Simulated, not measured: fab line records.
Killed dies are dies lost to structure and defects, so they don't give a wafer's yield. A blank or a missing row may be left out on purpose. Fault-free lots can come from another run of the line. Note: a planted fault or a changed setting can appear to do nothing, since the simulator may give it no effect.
Split-lot experiment | flow n5 finfet | route with 1938 steps; 7 lots, 21 wafers read

== SPLIT DETAILS ==
At N5_BEOL_M1_DEP_57 (deposits SiCN from 3MS/NH3, target thk 8 nm, time 14 s), the setting time s was moved away from the recipe's 14 s on 5 of the 21 wafers read, by -10.9% to +4.8%. All remaining wafers had this setting at the recipe value.

Reading taken at the split's own step.

== THE READING ==
SiCN_of_BEOL_M1_DEP_57.thk nm (the simulator's own value, which no gauge read), in nm, at N5_BEOL_M1_DEP_57 (deposits SiCN from 3MS/NH3, target thk 8 nm, time 14 s). The file does not state a usual value for it. Here, 16 wafers ran the recipe; their average is 8.1 nm with a standard deviation of 0.2 nm.

wafer  | tool, chamber at the split | time s as run, s | against the recipe | SiCN_of_BEOL_M1_DEP_57.thk nm, nm | against lot-mates on the recipe
L080.2 | pecvd-01, 2,0              | 14               | recipe             | 8                                 | -
L080.6 | pecvd-01, 2,0              | 14               | recipe             | 8                                 | -
L080.3 | pecvd-01, 0                | 14               | recipe             | 7.8                               | -
L084.1 | pecvd-02, 1                | 14               | recipe             | 7.8                               | -
L084.5 | pecvd-02, 1                | 14               | recipe             | 7.8                               | -
L084.4 | pecvd-02, 0                | 13.25            | -5.4%              | 7.6                               | -0.2
L086.2 | pecvd-04, 0,1              | 14               | recipe             | 8.4                               | -
L086.5 | pecvd-04, 0,1              | 14               | recipe             | 8.4                               | -
L086.3 | pecvd-04, 1                | 14               | recipe             | 8.2                               | -
L087.4 | pecvd-01, 1                | 14.67            | +4.8%              | 8.4                               | +0.3
L087.5 | pecvd-01, 2                | 14               | recipe             | 8                                 | -
L087.6 | pecvd-01, 1                | 14               | recipe             | 8.2                               | -
L088.1 | pecvd-01, 1                | 12.48            | -10.9%             | 6.8                               | -1.1
L088.4 | pecvd-01, 1                | 14               | recipe             | 8                                 | -
L088.5 | pecvd-01, 2                | 14               | recipe             | 7.8                               | -
L091.1 | pecvd-01, 1,0,0            | 14               | recipe             | 8.2                               | -
L091.3 | pecvd-01, 1,0,0            | 14               | recipe             | 8.2                               | -
L091.6 | pecvd-01, 1,0,0            | 14               | recipe             | 8.2                               | -
L096.1 | pecvd-04, 1                | 12.82            | -8.4%              | 7.2                               | -1.0
L096.5 | pecvd-04, 0                | 12.82            | -8.4%              | 7.4                               | -0.8
L096.6 | pecvd-04, 2                | 14               | recipe             | 8.2                               | -
If several chambers appear in one row, that row covers several wafers at once and the file leaves open which wafer was in which chamber.

FIT RESULTS
A straight line over all 21 wafers: SiCN_of_BEOL_M1_DEP_57.thk nm changes by +0.0987 nm for each +1% of time s; r = +0.89; the points scatter about the line by 0.19 nm.
The same after taking each lot's own level away (the mean of its wafers on the recipe; 21 wafers): +0.0945 nm for each +1%; r = +0.95; scatter 0.12 nm.
Per that fit: largest time s move, reading shift of 1 nm.
Across the lots, their own levels run from 7.80 to 8.33 nm, a range of 2.7 times the standard deviation given above.
Hence the lot-to-lot level has little effect on the slope; both slopes agree.
Check: -0.991 nm against its lot-mates is what the line predicts for one of the wafers moved furthest among these (-10.9%) when that wafer is left out of the fit. Against them it came out at -1.1 nm.

== THESE WAFERS: OTHER SPLITS ==
Before the reading, these wafers also passed through other splits. Each is held against what the fit with the lots' levels taken away leaves over:
other split on the same wafers         | wafers away from the commonest value | r with SiCN_of_BEOL_M1_DEP_57.thk nm (lot level and that fit taken away)
N5_SD_EPI_P_EPI_21 time s              | 7                                    | +0.24
N5_HKMG_FIN_DEVELOP_48 develop time s  | 10                                   | -0.13
N5_GATE_CUT_ALD_22 ald cycles          | 6                                    | +0.06
N5_MOL_CONTACT_COAG_ALD_27 ald cycles  | 8                                    | +0.46
N5_MOL_CONTACT_COAG_ALD_133 ald cycles | 8                                    | +0.00
N5_MOL_CONTACT_COAG_ETCH_67 source w   | 8                                    | +0.06
N5_BEOL_M0_ETCH_138 source w           | 5                                    | +0.18
N5_BEOL_M1_PECVD_72 time s             | 8                                    | +0.01

== FILE'S OWN FIT ==
SiCN_of_BEOL_M1_DEP_57.thk nm changes by +0.0916 nm for each +1% of time s, r = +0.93.
